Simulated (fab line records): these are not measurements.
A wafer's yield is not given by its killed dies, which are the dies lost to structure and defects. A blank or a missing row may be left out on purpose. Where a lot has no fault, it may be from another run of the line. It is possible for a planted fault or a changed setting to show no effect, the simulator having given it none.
fab line records	flow nand_harc
[record] lots = 11	wafers = 31	last_day = 33
route steps=1302 shown A_CHANNEL_HOLE_D2@585
lots that met no fault: from a run of the same line without faults
start_h: the number of hours between the record's first day and the start of the first shown wafer of the lot	wait_h: how many hours have passed since the lot's step before this one	" same as the row above	L1.1+2: a row that stands for several wafers	- value missing, or start not given	* or withheld: withheld	< > ~ a bound
route shown NAME@n: a module of which the file shows steps, and the number in the route of the first	usual: mean/standard deviation taken from wafers without a fault	same: alike in all rows	chamber/n: place in a boat	sites: per-site readings	_std_site: how widely they spread, as a standard deviation	_edge_site: the outer-site mean with the inner-site mean subtracted	radius_mm: for every site, how far away it sits from the centre of the wafer	mask NAME#n: copy n	behind: the last tool/chamber to shape the wafer	hold: reason for holding the lot/hours on hold/outcome of the hold	device: the transistor (n, p or np) that didn't switch	end of line: at the end of the route, the tests of the same wafers	a step given without rows: its recipe and nothing more	killed: dies lost to structure and defects at the first sort, not the wafer's yield	map: per-die view of a wafer (x killed, . not killed, _ where there is no die)
set.NAME: the run value of the setting; set.NAME@STEP: its run value at that earlier step	model.NAME: the simulator's own value behind a step, which no gauge read
a sample of lots followed through the steps of the route, with each step as a table and each wafer as a row
services: when a tool's chamber went out of use (start_h, in hours from the record's first day, below 0 if earlier), for how many hours, and the reason
[[steps]]
[step NHARC_A_CHANNEL_HOLE_D2_DESCUM_15]
[recipe] time_s = 3	o2_flow_sccm = 200	ar_flow_sccm = 0	bias_power_w = 0	chemistry = O2
[usual] drypump_motor_current_A = 5.8/0.58	o2_flow_sccm = 200.1/0.57	oes_product_au = 0.998/0.0098	rf_vpp_V = 57.8/0.81	showerhead_plenum_p_Torr = 1.89/0.058	throttle_valve_pct = 11.312/0.0083
lot.wafer	tool	chamber	start_h	wait_h	drypump_motor_current_A	o2_flow_sccm	oes_product_au	rf_hours_counter_h	rf_vpp_V	showerhead_plenum_p_Torr	throttle_valve_pct
L739.3	rie_diel-03	3	311.59	0.1	6.4	200.7	1.002	2.0	58.7	1.89	11.312
L739.2	"	1	"	"	6.1	200.1	0.992	2.8	57.7	1.82	11.295
L739.6	"	0	"	"	6.8	199.5	0.996	-	58.6	1.94	11.321
L740.3	rie_diel-03	3	324.71	0.1	6.4	199.9	0.993	3.0	57.8	1.89	11.312
L740.2	"	1	"	"	6.1	200.5	0.995	3.5	58.6	1.82	11.310
L740.5	"	2	"	"	5.2	199.4	1.007	-	58.4	1.90	11.298
L741.2	rie_diel-02	0	326.53	0.1	5.3	200.4	1.005	6.2	58.6	1.95	11.324
L741.6	"	0	"	"	5.3	199.4	1.011	-	57.6	1.95	11.313
L741.5	"	1	"	"	5.8	201.3	1.007	-	58.7	1.96	11.343
L742.2	rie_diel-11	1	353.00	0.1	5.1	199.8	1.008	4.0	58.2	1.88	11.319
L742.3	"	2	"	"	5.1	199.5	1.000	3.8	56.1	1.83	11.320
L742.6	"	1	"	"	5.1	199.2	1.002	-	57.5	1.88	11.329
L745.1	rie_diel-03	2	369.40	0.1	5.2	200.0	1.001	6.8	58.5	1.90	11.312
L745.3	"	0	"	"	6.8	200.0	1.003	6.2	58.8	1.94	11.309
L745.6	"	2	"	"	5.2	199.4	1.010	-	56.5	1.90	11.317
L746.1	rie_diel-02	1	369.68	0.1	5.8	199.7	1.011	8.3	57.6	1.96	11.320
L746.3	"	0	"	"	5.3	200.3	0.998	8.5	56.9	1.95	11.321
L746.6	"	1	"	"	5.8	200.0	1.014	-	58.0	1.96	11.307
L752.4	rie_diel-02	3	437.67	0.1	5.9	199.8	0.983	-	59.1	1.95	11.303
L754.1	rie_diel-11	2	449.07	0.1	5.2	200.5	1.001	0.2	57.0	1.83	11.313
L754.5	"	2	"	"	5.2	200.7	1.010	-	58.3	1.83	11.310
L754.6	"	3	"	"	5.9	201.2	0.996	-	59.2	1.96	11.317
L757.1	rie_diel-03	3	472.31	0.1	6.4	199.1	1.006	0.2	55.9	1.88	11.327
L757.2	"	0	"	"	6.8	200.0	0.989	0.2	59.1	1.94	11.319
L757.5	"	0	"	"	6.8	200.2	0.985	-	58.1	1.94	11.318
L761.4	rie_diel-02	1	528.06	0.1	5.8	198.7	1.001	7.1	59.0	1.96	11.308
L761.2	"	3	"	"	5.9	200.0	0.988	5.7	57.0	1.95	11.320
L761.6	"	1	"	"	5.8	201.2	0.999	-	56.9	1.96	11.316
L760.1	rie_diel-11	2	528.46	0.1	5.1	200.2	1.000	3.4	57.2	1.82	11.317
L760.2	"	3	"	"	5.9	199.9	0.999	3.9	60.6	1.96	11.304
L760.4	"	1	"	"	5.1	200.1	0.993	3.6	57.7	1.88	11.318
[step NHARC_A_CHANNEL_HOLE_D2_CD_MEAS_18]
[usual] cd_nm = 99.6/2.4
lot.wafer	tool	chamber	start_h	wait_h	cd_nm
L739.2	cd_sem-03	-	312.69	-	99.9
L739.3	"	-	"	"	100.0
L739.6	"	-	"	"	96.1
L740.2	cd_sem-03	-	325.81	-	97.2
L740.3	"	-	"	"	96.4
L740.5	"	-	"	"	100.0
L741.2	cd_sem-02	-	327.64	-	97.4
L741.5	"	-	"	"	99.3
L741.6	"	-	"	"	99.8
L742.2	cd_sem-03	-	354.12	-	98.1
L742.3	"	-	"	"	97.3
L742.6	"	-	"	"	96.4
L745.1	cd_sem-03	-	370.49	-	96.3
L745.3	"	-	"	"	97.4
L745.6	"	-	"	"	95.9
L746.1	cd_sem-02	-	370.79	-	101.9
L746.3	"	-	"	"	102.1
L746.6	"	-	"	"	103.8
L752.4	cd_sem-01	-	439.36	-	100.8
L754.1	cd_sem-02	-	450.17	-	97.5
L754.5	"	-	"	"	97.8
L754.6	"	-	"	"	102.5
L757.1	cd_sem-03	-	473.42	-	100.0
L757.2	"	-	"	"	97.1
L757.5	"	-	"	"	99.7
L761.2	cd_sem-03	-	529.17	-	102.9
L761.4	"	-	"	"	101.8
L761.6	"	-	"	"	104.7
L760.1	cd_sem-03	-	529.56	-	103.6
L760.2	"	-	"	"	102.8
L760.4	"	-	"	"	99.0
[step NHARC_A_CHANNEL_HOLE_D2_ETCH_21]
[recipe] bias_v = 3000	source_w = withheld	pressure_mtorr = 20	time_s = 514.3	ar_flow_sccm = 375	c4f8_flow_sccm = 89.3	o2_flow_sccm = 35.7	temp_c = -20	target_depth_a = 16000	chemistry = C4F8/O2/Ar
[usual] drypump_motor_current_A = 5.8/0.36	o2_flow_sccm = 35.72/0.095	oes_air_line_au = 0.998/0.019	showerhead_plenum_p_Torr = 3.71/0.1	throttle_valve_pct = 32.155/0.0086
lot.wafer	tool	chamber	start_h	wait_h	drypump_motor_current_A	o2_flow_sccm	oes_air_line_au	rf_hours_counter_h	showerhead_plenum_p_Torr	throttle_valve_pct
L739.2	har_etch-02	0	316.67	0.3	5.7	35.73	1.024	356	3.57	32.163
L739.3	"	0	"	"	5.7	35.82	1.038	-	3.57	32.163
L739.6	"	1	"	"	5.4	35.85	1.023	-	3.74	32.151
L740.2	har_etch-01	0	327.96	0.3	5.7	35.56	1.010	164	3.69	32.157
L740.3	"	0	"	"	5.7	35.67	1.003	-	3.69	32.151
L740.5	"	0	"	"	5.7	35.72	0.977	-	3.69	32.160
L741.2	har_etch-01	1	332.10	0.3	6.4	35.83	0.969	168	3.68	32.162
L741.5	"	1	"	"	6.4	35.68	0.979	-	3.68	32.157
L741.6	"	0	"	"	5.7	35.85	0.998	-	3.68	32.157
L742.2	har_etch-02	1	355.12	0.3	5.4	35.70	1.009	371	3.73	32.150
L742.3	"	1	"	"	5.4	35.82	1.011	-	3.72	32.159
L742.6	"	1	"	"	5.4	35.77	1.010	-	3.73	32.131
L745.1	har_etch-01	1	370.99	0.3	6.3	35.71	1.007	195	3.67	32.156
L745.3	"	0	"	"	5.7	35.81	0.978	-	3.67	32.148
L745.6	"	0	"	"	5.7	35.65	0.999	-	3.67	32.161
L746.1	har_etch-02	1	371.37	0.3	5.4	35.74	1.000	382	3.72	32.138
L746.3	"	1	"	"	5.4	35.54	0.982	-	3.72	32.172
L746.6	"	1	"	"	5.4	35.52	0.994	-	3.72	32.164
L752.4	har_etch-01	1	439.99	0.3	6.3	35.74	0.985	-	3.65	32.160
L754.1	har_etch-01	1	450.66	0.3	6.4	35.77	1.027	234	3.65	32.148
L754.6	"	1	"	"	6.4	35.79	0.983	-	3.65	32.163
L754.5	"	0	"	"	5.7	35.60	1.001	-	3.65	32.153
L757.1	har_etch-02	0	473.91	0.3	5.7	35.60	0.987	47	3.91	32.161
L757.2	"	1	"	"	5.4	35.80	0.985	47	3.69	32.154
L757.5	"	1	"	"	5.4	36.02	1.011	-	3.69	32.159
L761.2	har_etch-01	0	529.74	0.3	5.7	35.77	0.995	283	3.62	32.164
L761.4	"	1	"	"	6.4	35.55	0.948	-	3.62	32.158
L761.6	"	0	"	"	5.7	35.67	0.980	-	3.62	32.157
L760.1	har_etch-02	0	530.07	0.3	5.7	35.67	1.008	81	3.89	32.152
L760.2	"	1	"	"	5.4	35.64	1.030	81	3.67	32.156
L760.4	"	1	"	"	5.4	35.80	1.024	-	3.67	32.160
[step NHARC_A_CHANNEL_HOLE_D2_ETCH_22]
[recipe] bias_v = 3000	source_w = withheld	pressure_mtorr = 20	time_s = 666.7	ar_flow_sccm = 375	c4f8_flow_sccm = 89.3	o2_flow_sccm = 35.7	temp_c = -20	target_depth_a = 16000	chemistry = C4F8/O2/Ar
[usual] drypump_motor_current_A = 5.8/0.35	o2_flow_sccm = 35.68/0.11	oes_air_line_au = 1.001/0.02	showerhead_plenum_p_Torr = 3.71/0.1	throttle_valve_pct = 32.154/0.0089
lot.wafer	tool	chamber	start_h	wait_h	drypump_motor_current_A	o2_flow_sccm	oes_air_line_au	rf_hours_counter_h	showerhead_plenum_p_Torr	throttle_valve_pct
L739.2	har_etch-02	0	317.13	0.4	5.7	35.84	0.971	357	3.57	32.152
L739.3	"	0	"	"	5.7	35.91	0.966	-	3.57	32.169
L739.6	"	1	"	"	5.4	35.71	1.030	-	3.74	32.169
L740.2	har_etch-01	0	328.40	0.4	5.7	35.77	0.996	165	3.69	32.159
L740.3	"	0	"	"	5.7	35.71	0.983	-	3.69	32.152
L740.5	"	0	"	"	5.7	35.73	1.013	-	3.69	32.167
L741.2	har_etch-01	1	332.53	0.4	6.4	35.74	1.013	169	3.68	32.161
L741.5	"	1	"	"	6.4	35.87	0.992	-	3.68	32.160
L741.6	"	0	"	"	5.7	35.70	1.028	-	3.68	32.162
L742.2	har_etch-02	1	355.57	0.4	5.4	35.58	0.993	371	3.73	32.162
L742.3	"	1	"	"	5.4	35.62	0.998	-	3.72	32.152
L742.6	"	1	"	"	5.4	35.67	0.996	-	3.72	32.149
L745.1	har_etch-01	1	371.42	0.4	6.4	35.61	1.028	196	3.67	32.166
L745.3	"	0	"	"	5.7	35.77	0.983	-	3.67	32.162
L745.6	"	0	"	"	5.7	35.85	0.990	-	3.67	32.163
L746.1	har_etch-02	1	371.83	0.4	5.4	35.87	1.007	383	3.72	32.161
L746.3	"	1	"	"	5.4	35.86	1.030	-	3.72	32.145
L746.6	"	1	"	"	5.4	35.58	1.025	-	3.72	32.155
L752.4	har_etch-01	1	440.47	0.4	6.4	35.83	0.988	-	3.65	32.159
L754.1	har_etch-01	1	451.11	0.4	6.3	35.64	1.007	234	3.65	32.146
L754.6	"	1	"	"	6.3	35.77	0.982	-	3.65	32.162
L754.5	"	0	"	"	5.7	35.79	0.980	-	3.65	32.154
L757.1	har_etch-02	0	474.35	0.4	5.7	35.81	1.020	47	3.91	32.143
L757.2	"	1	"	"	5.4	35.66	0.969	47	3.69	32.161
L757.5	"	1	"	"	5.4	35.74	0.995	-	3.69	32.162
L761.2	har_etch-01	0	530.21	0.4	5.7	35.75	1.001	283	3.62	32.148
L761.4	"	1	"	"	6.3	35.63	1.027	-	3.62	32.166
L761.6	"	0	"	"	5.7	35.71	1.019	-	3.62	32.172
L760.1	har_etch-02	0	530.50	0.4	5.7	35.57	0.980	81	3.89	32.153
L760.2	"	1	"	"	5.4	35.65	1.038	81	3.67	32.149
L760.4	"	1	"	"	5.4	35.79	1.028	-	3.67	32.155
[step NHARC_A_CHANNEL_HOLE_D2_XSEM_32]
[recipe] landing_energy_ev = 35000
[usual] bot_cd_nm = 74.5/1.5	bow_nm = 8.58/0.28	tilt_deg = 0.07/0.031
lot.wafer	tool	chamber	start_h	wait_h	bot_cd_nm	bow_nm	tilt_deg
L739.2	xsem-02	0	321.80	0.1	76.8	8.27	0.04
L739.3	"	0	"	"	73.4	8.22	0.04
L739.6	"	0	"	"	75.0	8.19	0.04
L740.2	xsem-02	0	333.14	0.1	77.6	8.47	0.07
L740.3	"	0	"	"	74.9	8.40	0.06
L740.5	"	0	"	"	75.7	8.45	0.06
L741.2	xsem-01	0	337.30	0.1	76.3	8.59	0.09
L741.5	"	0	"	"	74.2	8.57	0.09
L741.6	"	0	"	"	77.1	8.58	0.09
L742.2	xsem-01	0	360.32	0.1	72.8	9.03	0.09
L742.3	"	0	"	"	73.3	9.09	0.09
L742.6	"	0	"	"	72.2	9.09	0.09
L745.1	xsem-02	0	376.15	0.1	74.7	9.04	0.06
L745.3	"	0	"	"	75.5	8.99	0.06
L745.6	"	0	"	"	76.1	9.00	0.06
L746.1	xsem-02	0	376.47	0.1	73.8	8.78	0.13
L746.3	"	0	"	"	75.1	8.76	0.12
L746.6	"	0	"	"	74.1	8.77	0.12
L752.4	xsem-02	0	445.53	0.1	74.6	8.87	0.05
L752.4	xsem-02	0	-	-	75.4	-	0.04
L754.1	xsem-02	0	455.87	0.1	74.7	8.16	0.10
L754.5	"	0	"	"	73.0	8.13	0.10
L754.6	"	0	"	"	75.8	8.23	0.10
L754.1	xsem-02	0	-	-	73.3	-	0.08
L754.5	"	0	"	"	72.4	-	0.08
L754.6	"	0	"	"	75.1	-	0.08
L757.1	xsem-01	0	479.12	0.1	73.2	8.43	0.05
L757.2	"	0	"	"	72.3	8.40	0.05
L757.5	"	0	"	"	76.2	8.44	0.05
L761.2	xsem-02	0	534.85	0.1	74.7	7.95	0.11
L761.4	"	0	"	"	76.0	8.01	0.11
L761.6	"	0	"	"	73.8	7.95	0.11
L760.1	xsem-01	0	535.25	0.1	73.7	8.89	0.08
L760.2	"	0	"	"	74.7	8.92	0.08
L760.4	"	0	"	"	71.4	8.95	0.08
[[services]]
tool	chamber	start_h	hours	kind
rie_diel-11	-	363.65	0.7	repair
xsem-01	-	374.00	14.0	pm
har_etch-02	-	378.39	17.0	pm
har_etch-02	0	378.39	17.0	vent_cycle
har_etch-02	1	378.39	17.0	vent_cycle
rie_diel-02	0	383.38	98.6	repair
rie_diel-02	-	386.04	0.2	repair
rie_diel-11	2	387.01	4.9	repair
rie_diel-02	-	393.89	9.0	pm
har_etch-02	0	395.39	-	clean
har_etch-02	0	395.39	-	consumable_replace:focus_ring
har_etch-02	0	395.39	-	consumable_replace:showerhead
har_etch-02	1	395.39	-	clean
har_etch-02	1	395.39	-	consumable_replace:esc
rie_diel-11	0	404.11	10.5	repair
rie_diel-11	0	415.35	3.4	repair
xsem-01	-	417.60	4.6	repair
rie_diel-11	-	421.62	1.7	repair
rie_diel-02	-	423.00	1.0	repair
rie_diel-02	1	430.66	26.6	repair
rie_diel-11	-	432.50	9.0	pm
rie_diel-11	-	441.61	0.5	repair
rie_diel-02	3	458.19	11.3	repair
rie_diel-03	-	458.30	9.0	pm
[[key]]
[first_sign] step = NHARC_A_CHANNEL_HOLE_D2_XSEM_32	reading = visit	direction = added
effect none on later readings
met_at NHARC_A_CHANNEL_HOLE_D2_ETCH_22
struck_lots L752,L754
struck_wafers L752.4,L754.1,L754.6
rows_end L752.4
tester_left_out L754
not_acting_at NHARC_A_CHANNEL_HOLE_D2_DESCUM_15,NHARC_A_CHANNEL_HOLE_D2_CD_MEAS_18,NHARC_A_CHANNEL_HOLE_D2_ETCH_21
onset_between 371.42 440.47
[fault] kind = process_parameter_drift	tool = har_etch-01	chamber = 1	onset_h = 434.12	steps = NHARC_A_CHANNEL_HOLE_D2_ETCH_22	channel = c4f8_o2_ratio	offset = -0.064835	shape = step	end_h = 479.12	acts_in = these_recipes_only	stated = 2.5
// tester_left_out: of these lots the tester's yield and bins aren't shown, on N5 and GAA mostly nor the transistor test; their killed dies are dies lost to structure and defects alone, not to doping, threshold or leakage, so they don't give the yield
// rows_end: these wafers met a further fault down the route, and their rows from its step on are left out
